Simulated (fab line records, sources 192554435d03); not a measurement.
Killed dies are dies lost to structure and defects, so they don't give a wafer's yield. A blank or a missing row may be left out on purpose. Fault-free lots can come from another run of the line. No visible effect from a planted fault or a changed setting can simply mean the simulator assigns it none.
Which tool is to blame? || flow n5-finfet || 72 wafers from 24 lots sampled at 2 of the route's 1938 steps

WHAT THE GAUGES READ, wafer by wafer
N5_HKMG_FIN_CD_MEAS_12: target cd 92.8 nm. Usual: 92.8 nm for cd-nm, sd 0.53.
{"lot": "L074", "measured": "day 4 04:02", "on": "cd-sem-02", "cd-nm (nm)": "93.5 93.1 93.1", "flag": ""}
{"lot": "L075", "measured": "day 4 12:11", "on": "cd-sem-01", "cd-nm (nm)": "92.2 93.2 92.7", "flag": ""}
{"lot": "L076", "measured": "day 4 14:38", "on": "cd-sem-03", "cd-nm (nm)": "92.6 93.1 92.5", "flag": ""}
{"lot": "L077", "measured": "day 5 00:44", "on": "cd-sem-01", "cd-nm (nm)": "93.4 92.7 93.1", "flag": ""}
{"lot": "L079", "measured": "day 5 09:00", "on": "cd-sem-02", "cd-nm (nm)": "93.0 93.4 92.9", "flag": ""}
{"lot": "L078", "measured": "day 5 11:18", "on": "cd-sem-01", "cd-nm (nm)": "92.4 93.1 92.4", "flag": ""}
{"lot": "L080", "measured": "day 5 18:08", "on": "cd-sem-03", "cd-nm (nm)": "93.2 93.2 93.1", "flag": ""}
{"lot": "L081", "measured": "day 6 00:09", "on": "cd-sem-01", "cd-nm (nm)": "93.1 92.9 92.9", "flag": ""}
{"lot": "L082", "measured": "day 6 09:59", "on": "cd-sem-02", "cd-nm (nm)": "92.5 92.9 93.2", "flag": ""}
{"lot": "L083", "measured": "day 6 12:10", "on": "cd-sem-03", "cd-nm (nm)": "92.2 93.0 92.9", "flag": ""}
{"lot": "L084", "measured": "day 6 18:02", "on": "cd-sem-02", "cd-nm (nm)": "92.5 93.4 93.4", "flag": ""}
{"lot": "L085", "measured": "day 7 00:16", "on": "cd-sem-01", "cd-nm (nm)": "93.2 92.9 92.2", "flag": ""}
{"lot": "L086", "measured": "day 7 09:14", "on": "cd-sem-02", "cd-nm (nm)": "93.2 93.2 93.4", "flag": ""}
{"lot": "L087", "measured": "day 7 10:43", "on": "cd-sem-03", "cd-nm (nm)": "92.0 92.4 92.4", "flag": ""}
{"lot": "L088", "measured": "day 7 19:42", "on": "cd-sem-01", "cd-nm (nm)": "92.4 92.3 91.9", "flag": ""}
{"lot": "L089", "measured": "day 8 00:11", "on": "cd-sem-03", "cd-nm (nm)": "93.3 93.1 92.9", "flag": ""}
{"lot": "L090", "measured": "day 8 08:52", "on": "cd-sem-01", "cd-nm (nm)": "93.2 92.1 92.8", "flag": ""}
{"lot": "L091", "measured": "day 8 11:49", "on": "cd-sem-02", "cd-nm (nm)": "93.3 92.1 92.3", "flag": ""}
{"lot": "L092", "measured": "day 8 16:34", "on": "cd-sem-03", "cd-nm (nm)": "91.1 90.9 91.7", "flag": ""}
{"lot": "L093", "measured": "day 9 02:19", "on": "cd-sem-02", "cd-nm (nm)": "92.5 92.5 92.7", "flag": ""}
{"lot": "L094", "measured": "day 9 04:17", "on": "cd-sem-03", "cd-nm (nm)": "91.9 92.3 92.6", "flag": ""}
{"lot": "L095", "measured": "day 9 13:40", "on": "cd-sem-02", "cd-nm (nm)": "93.5 92.4 93.6", "flag": ""}
{"lot": "L096", "measured": "day 9 17:11", "on": "cd-sem-02", "cd-nm (nm)": "92.8 93.0 92.3", "flag": ""}
{"lot": "L097", "measured": "day 9 23:49", "on": "cd-sem-02", "cd-nm (nm)": "93.5 93.4 93.9", "flag": ""}

N5_HKMG_FIN_OVL_MEAS_13. Usual: NWFM_OVL typically reads 0.3 nm, with standard deviation 0.69.
{"lot": "L074", "measured": "day 4 04:04", "on": "overlay-01", "NWFM_OVL (nm)": "-0.4 0.6 0.8", "flag": ""}
{"lot": "L075", "measured": "day 4 12:13", "on": "overlay-01", "NWFM_OVL (nm)": "0.8 -0.1 0.8", "flag": ""}
{"lot": "L076", "measured": "day 4 14:40", "on": "overlay-02", "NWFM_OVL (nm)": "-0.3 0.2 -0.4", "flag": ""}
{"lot": "L077", "measured": "day 5 00:46", "on": "overlay-01", "NWFM_OVL (nm)": "1.6 1.1 -0.4", "flag": ""}
{"lot": "L079", "measured": "day 5 09:02", "on": "overlay-02", "NWFM_OVL (nm)": "0.5 0.4 1.3", "flag": ""}
{"lot": "L078", "measured": "day 5 11:20", "on": "overlay-01", "NWFM_OVL (nm)": "0.2 0.2 -0.2", "flag": ""}
{"lot": "L080", "measured": "day 5 18:10", "on": "overlay-01", "NWFM_OVL (nm)": "0.4 0.1 0.7", "flag": ""}
{"lot": "L081", "measured": "day 6 00:11", "on": "overlay-02", "NWFM_OVL (nm)": "0.7 1.1 1.2", "flag": ""}
{"lot": "L082", "measured": "day 6 10:01", "on": "overlay-02", "NWFM_OVL (nm)": "0.7 0.5 0.5", "flag": ""}
{"lot": "L083", "measured": "day 6 12:12", "on": "overlay-02", "NWFM_OVL (nm)": "0.2 0.3 0.4", "flag": ""}
{"lot": "L084", "measured": "day 6 18:04", "on": "overlay-01", "NWFM_OVL (nm)": "1.2 1.6 1.2", "flag": ""}
{"lot": "L085", "measured": "day 7 00:18", "on": "overlay-01", "NWFM_OVL (nm)": "-0.5 -0.1 1.2", "flag": ""}
{"lot": "L086", "measured": "day 7 09:15", "on": "overlay-01", "NWFM_OVL (nm)": "1.5 0.8 0.5", "flag": ""}
{"lot": "L087", "measured": "day 7 10:45", "on": "overlay-02", "NWFM_OVL (nm)": "-0.3 1.1 -0.3", "flag": ""}
{"lot": "L088", "measured": "day 7 19:44", "on": "overlay-02", "NWFM_OVL (nm)": "0.3 1.2 0.5", "flag": ""}
{"lot": "L089", "measured": "day 8 00:13", "on": "overlay-02", "NWFM_OVL (nm)": "0.1 -0.3 0.3", "flag": ""}
{"lot": "L090", "measured": "day 8 08:53", "on": "overlay-02", "NWFM_OVL (nm)": "-0.7 0.4 -0.1", "flag": ""}
{"lot": "L091", "measured": "day 8 11:50", "on": "overlay-01", "NWFM_OVL (nm)": "1.2 0.5 0.4", "flag": ""}
{"lot": "L092", "measured": "day 8 16:35", "on": "overlay-01", "NWFM_OVL (nm)": "0.0 -0.2 -0.7", "flag": ""}
{"lot": "L093", "measured": "day 9 02:21", "on": "overlay-02", "NWFM_OVL (nm)": "1.2 1.9 1.3", "flag": ""}
{"lot": "L094", "measured": "day 9 04:19", "on": "overlay-01", "NWFM_OVL (nm)": "0.0 1.3 0.2", "flag": ""}
{"lot": "L095", "measured": "day 9 13:42", "on": "overlay-01", "NWFM_OVL (nm)": "-0.6 -0.3 -0.6", "flag": ""}
{"lot": "L096", "measured": "day 9 17:13", "on": "overlay-02", "NWFM_OVL (nm)": "1.1 0.1 0.6", "flag": ""}
{"lot": "L097", "measured": "day 9 23:51", "on": "overlay-01", "NWFM_OVL (nm)": "-0.1 0.8 0.1", "flag": ""}

EACH LOT AND THE TOOL THAT RAN IT (in order: tool; ch and the chambers of the sampled wafers; start)
Before these readings, the record contains no process step.

AS READ BY THE TOOLS THEMSELVES (means over the sampled wafers that have a number; for cases with no such wafer, the mark the record gives instead)
The record holds no such reading with a usual standard deviation.

THE ANSWER, worked out from the rows above alone
Rule: lot off if the mean of its wafers having a number is beyond 3 standard deviations from the usual mean. Also off: a lot with no number at a reading for which 4 or more lots have one. Any other lot the step has rows for is counted as sound. The gauges are gone through in route order, then the tools' own readings, and for those a lot's mean is taken as printed above. At the first step where some lot is off, the reading lying furthest off is the one used; lots without a number count as furthest.
No lot is off on any of the readings shown, so nothing can be concluded from this.

WHAT THE SIMULATOR HAD INSERTED
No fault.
